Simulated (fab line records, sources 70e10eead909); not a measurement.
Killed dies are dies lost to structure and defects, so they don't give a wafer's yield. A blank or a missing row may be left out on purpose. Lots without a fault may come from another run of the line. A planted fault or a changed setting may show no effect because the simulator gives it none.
A sampling plan put to the test | flow nand_harc | one fab line, 16 faults that these records tell of, each judged on the records of the lots that it struck
The plan is the line's own looks: the steps of the route at which a gauge or an inspection reads the wafer and doesn't change it. A look can be judged if struck wafers have a number there and the file gives its usual mean and standard deviation on fault-free wafers. Caught: at a look after the fault's first step, the mean of the struck wafers lies 4 or more of those standard deviations (sigma) from the usual mean. On the tool: the same test on the tool's own readings at the fault's steps. Another recipe on the struck wafers, or a record that is blank for them alone, also counts as caught.

THE FAULTS, as the simulator had put them in
1. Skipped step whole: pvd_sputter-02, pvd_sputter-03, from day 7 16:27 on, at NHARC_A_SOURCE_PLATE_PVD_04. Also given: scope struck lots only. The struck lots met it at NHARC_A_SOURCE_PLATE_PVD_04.
2. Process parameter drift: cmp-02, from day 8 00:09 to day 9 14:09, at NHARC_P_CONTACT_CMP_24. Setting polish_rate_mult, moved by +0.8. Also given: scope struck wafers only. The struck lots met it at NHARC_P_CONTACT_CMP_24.
3. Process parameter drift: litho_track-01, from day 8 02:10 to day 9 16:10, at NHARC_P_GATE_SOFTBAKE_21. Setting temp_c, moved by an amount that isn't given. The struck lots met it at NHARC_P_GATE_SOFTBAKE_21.
4. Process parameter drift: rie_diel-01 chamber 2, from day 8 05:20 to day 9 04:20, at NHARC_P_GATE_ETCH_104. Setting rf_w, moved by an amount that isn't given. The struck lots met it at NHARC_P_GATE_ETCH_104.
5. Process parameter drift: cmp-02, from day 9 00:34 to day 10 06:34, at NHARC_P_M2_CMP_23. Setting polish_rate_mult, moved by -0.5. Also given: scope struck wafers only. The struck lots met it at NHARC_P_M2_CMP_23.
6. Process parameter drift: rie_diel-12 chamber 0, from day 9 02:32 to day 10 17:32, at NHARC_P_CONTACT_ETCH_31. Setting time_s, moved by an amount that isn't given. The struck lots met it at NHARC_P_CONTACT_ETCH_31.
7. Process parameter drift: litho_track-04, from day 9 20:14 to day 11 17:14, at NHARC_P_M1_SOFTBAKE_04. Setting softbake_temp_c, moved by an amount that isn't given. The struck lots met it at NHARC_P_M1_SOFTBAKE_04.
8. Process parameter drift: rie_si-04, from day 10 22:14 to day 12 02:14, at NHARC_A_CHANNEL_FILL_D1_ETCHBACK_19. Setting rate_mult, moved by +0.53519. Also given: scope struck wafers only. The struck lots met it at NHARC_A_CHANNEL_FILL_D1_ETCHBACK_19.
9. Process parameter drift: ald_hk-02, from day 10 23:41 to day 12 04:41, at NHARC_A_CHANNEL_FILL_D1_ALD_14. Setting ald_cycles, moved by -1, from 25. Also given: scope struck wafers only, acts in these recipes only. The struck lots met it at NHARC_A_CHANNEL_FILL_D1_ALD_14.
10. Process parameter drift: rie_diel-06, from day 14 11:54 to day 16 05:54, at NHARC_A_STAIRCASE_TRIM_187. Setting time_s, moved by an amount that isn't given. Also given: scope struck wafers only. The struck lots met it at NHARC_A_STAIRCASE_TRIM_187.
11. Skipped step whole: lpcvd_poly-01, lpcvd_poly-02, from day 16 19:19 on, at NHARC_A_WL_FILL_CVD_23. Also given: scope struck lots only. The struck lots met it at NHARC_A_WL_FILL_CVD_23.
12. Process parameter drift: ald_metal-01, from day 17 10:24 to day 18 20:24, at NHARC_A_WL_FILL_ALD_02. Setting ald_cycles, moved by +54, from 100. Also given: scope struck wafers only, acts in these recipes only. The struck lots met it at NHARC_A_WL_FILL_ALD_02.
13. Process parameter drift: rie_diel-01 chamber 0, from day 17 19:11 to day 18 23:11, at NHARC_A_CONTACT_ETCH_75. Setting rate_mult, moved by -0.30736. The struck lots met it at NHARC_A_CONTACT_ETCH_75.
14. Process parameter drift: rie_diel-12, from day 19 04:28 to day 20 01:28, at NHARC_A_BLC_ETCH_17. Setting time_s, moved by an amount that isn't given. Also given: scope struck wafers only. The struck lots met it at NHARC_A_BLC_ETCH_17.
15. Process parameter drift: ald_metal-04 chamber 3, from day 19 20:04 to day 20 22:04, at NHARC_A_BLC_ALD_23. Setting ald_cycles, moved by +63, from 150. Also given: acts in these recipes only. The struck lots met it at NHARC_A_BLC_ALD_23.
16. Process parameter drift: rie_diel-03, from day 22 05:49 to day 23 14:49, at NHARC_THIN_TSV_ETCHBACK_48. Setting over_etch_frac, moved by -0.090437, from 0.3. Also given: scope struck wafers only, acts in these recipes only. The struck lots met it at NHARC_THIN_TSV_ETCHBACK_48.

WHAT THE PLAN SAW
fault | on the tool itself                               | first look that catches it                      | reading, sigma       | median hours from its first step to that look | hours from the fault's start to the first struck lot there | judged looks passed uncaught
1     | no reading that can be judged                    | NHARC_END_SORT_01                               | killed_at_array +16  | 299.3                                         | 299                                                        | 0
2     | time_to_endpoint_s -8.3 sigma                    | none of the 2 looks that can be judged after it | -                    | -                                             | -                                                          | 2
3     | heater_power_total_W +12 sigma                   | none of the 2 looks that can be judged after it | -                    | -                                             | -                                                          | 2
4     | rf_fwd_power_W -22 sigma                         | no look after it can be judged                  | -                    | -                                             | -                                                          | 0
5     | only faintly: time_to_endpoint_s +3.5 sigma      | NHARC_P_M2_INSPECT_27                           | raw_defect_count +31 | 0.5                                           | 13                                                         | 1
6     | run_length_s -95 sigma                           | not the one look that can be judged after it    | -                    | -                                             | -                                                          | 1
7     | heater_power_total_W -99 or beyond sigma         | none of the 3 looks that can be judged after it | -                    | -                                             | -                                                          | 3
8     | oes_product_au +41 sigma                         | not the one look that can be judged after it    | -                    | -                                             | -                                                          | 1
9     | under 2 sigma                                    | no look after it can be judged                  | -                    | -                                             | -                                                          | 0
10    | run_length_s +17 sigma                           | no look after it can be judged                  | -                    | -                                             | -                                                          | 0
11    | the tool's record is blank for the struck wafers | not the one look that can be judged after it    | -                    | -                                             | -                                                          | 1
12    | under 2 sigma                                    | no look after it can be judged                  | -                    | -                                             | -                                                          | 0
13    | oes_product_au -23 sigma                         | NHARC_END_SORT_01                               | killed_at_array +65  | 65.3                                          | 91                                                         | 0
14    | run_length_s -99 or beyond sigma                 | not the one look that can be judged after it    | -                    | -                                             | -                                                          | 1
15    | under 2 sigma                                    | none of the 2 looks that can be judged after it | -                    | -                                             | -                                                          | 2
16    | under 2 sigma                                    | not the one look that can be judged after it    | -                    | -                                             | -                                                          | 1
A dash: the fault isn't caught, or these records don't give the number.

Caught at a look: 3 of 16. Caught on the tool: 10 of 16. By one or the other: 12 of 16.
Caught on the tool alone: faults 2, 3, 4, 6, 7, 8, 10, 11, 14.
Caught at a look alone: faults 1, 5.
Caught by neither: faults 9, 12, 15, 16.

THINNER SAMPLING
If the look that catches a fault measured only every second or every third lot, by lot number, the first struck lot would be measured this late in the worst case:
fault | struck lots at that look, in order of time | every lot | every second lot | every third lot
1     | L165, L166, L167                           | 299 h     | 308 h            | 319 h
5     | L509, L510                                 | 13 h      | 24 h             | may miss all 2
13    | L846                                       | 91 h      | may miss it      | may miss it
Hours are from the fault's start to the first struck lot that is measured. The limit of 4 sigma was tested on all struck wafers together, so one lot alone may lie under it. Other struck lots may not be in these records.

THE LONGEST TIMED WAY FROM STEP TO LOOK
Fault 1: a median of 299.3 hours passes between NHARC_A_SOURCE_PLATE_PVD_04 and NHARC_END_SORT_01. No look between them can be judged.
